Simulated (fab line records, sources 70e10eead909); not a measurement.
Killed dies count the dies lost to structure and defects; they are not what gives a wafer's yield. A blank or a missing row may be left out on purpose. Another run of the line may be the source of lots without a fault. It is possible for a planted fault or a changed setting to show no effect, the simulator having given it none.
A struck lot beside a sound one	flow nand harc	18 out of 1159 route steps
Sound: the wafers L105.2, L105.3, L105.6. Wafers struck: L108.3, L108.4, L108.6. The cause is given at the end.
Order at every step that has rows: each side's tool, ch and its chambers, its first start. Under that, the readings that differ: sound wafers	struck wafers	difference of the means	sigmas: that difference in standard deviations of wafers without a fault.
alike: readings with means less than 2 such deviations apart, plus words and numbers identical on both sides. not compared: withheld readings, readings lacking a value on some wafer, bounds such as >300 that could conceal the same value, and numbers that have no deviation in the record and whose values overlap.
Wherever a step has rows on one side only, a row that says differs or no value, or a row with sigmas, the two part there. Non-overlapping numbers with no deviation appear without sigmas and do not part them. Lack of a reading on every wafer of one side parts them only where that side has two or more wafers.

NHARC_P_GATE_ALD_36: deposits SiNx, target thk 20 nm, pulse time 60 s, ald cycles 223.
  sound on ald sin-01 ch 0,1,3, day 6 08:38; struck on ald sin-03 ch 0,1,3, day 6 22:17
  alike: heater power w, precursor pulse height rel
NHARC_P_GATE_ETCHBACK_37: etches the open film in CHF3/O2, target depth 34.5 nm, time 17.2 s.
  sound on rie diel-02 ch 0,1,2; struck on rie diel-05 ch 0,2,3
reading	sound	struck	difference	sigmas
oes product au (a.u.)	1.01 1.01 1.01	0.92 0.91 0.93	-0.09	-3
  alike: drypump motor current A, rf vpp V, showerhead plenum p Torr, throttle valve pct
  not compared: rf hours counter h
NHARC_P_GATE_STRIP_101: strips in O2, time 20 s.
  sound on rie diel-02 ch 0,1,2, day 6 18:23; struck on rie diel-05 ch 2,3, day 7 08:04
  alike: drypump motor current A, oes product au, rf vpp V, showerhead plenum p Torr, throttle valve pct
  not compared: rf hours counter h
then, 9 steps without rows for these wafers: NHARC_P_GATE_PRECLEAN_97 (cleans in SPM, time 600 s); NHARC_P_GATE_SRD_98; NHARC_P_GATE_PRECLEAN_99 (cleans in SC1); NHARC_P_GATE_SRD_100; NHARC_P_GATE_DEHYDRATE_38 (time 120 s); NHARC_P_GATE_HMDS_39 (time 30 s); NHARC_P_GATE_COAT_40; NHARC_P_GATE_SOFTBAKE_41 (time 95 s); NHARC_P_GATE_EBR_42.
NHARC_P_GATE_EXPOSE_43: exposes mask P NSD, target cd 720 nm.
  sound on krf scanner-01 ch 0, day 6 19:02; struck on krf scanner-04 ch 0, day 7 08:53
reading	sound	struck	difference	sigmas
mask	P_NSD#0 P_NSD#0 P_NSD#0	P_PSD#0 P_PSD#0 P_PSD#0	differs	
then, 2 steps without rows for these wafers: NHARC_P_GATE_PEB_44 (peb time 85 s); NHARC_P_GATE_DEVELOP_45 (time 70 s).
NHARC_P_GATE_CD_MEAS_46: target cd 720 nm.
  sound on cd sem-01 ch 0, day 6 19:11; struck on cd sem-03 ch 0, day 7 09:02
reading	sound	struck	difference	sigmas
cd nm (nm)	718.5 718.6 721.0	- - -	no value on the struck wafers	
then, 1 step without rows for these wafers: NHARC_P_GATE_HARDBAKE_47 (time 80 s).
-- the record jumps here: 14 days lie between the struck wafers' starts before and after (it left off in module P_GATE and takes up again in module END, whose first step shown is number 1159 of the route) --
NHARC_END_SORT_01:
  sound on prober-02 ch 0, day 20 17:23; struck on prober-02 ch 0, day 21 20:22
reading	sound	struck	difference	sigmas
hold	- - -	await dispo/2.1h/scrap await dispo/2.1h/scrap await dispo/2.1h/scrap	no value on the sound wafers	
killed at periphery	6 2 4	638 644 643	+638	+99 or more
killed dies	20 18 21	677 677 677	+657	+55
  alike: killed at array, killed at other, killed open, killed short

WHERE THEY PART
Last at NHARC_END_SORT_01 as far as this record goes, first at NHARC_P_GATE_ETCHBACK_37.

WHY: what had been put in by the simulator
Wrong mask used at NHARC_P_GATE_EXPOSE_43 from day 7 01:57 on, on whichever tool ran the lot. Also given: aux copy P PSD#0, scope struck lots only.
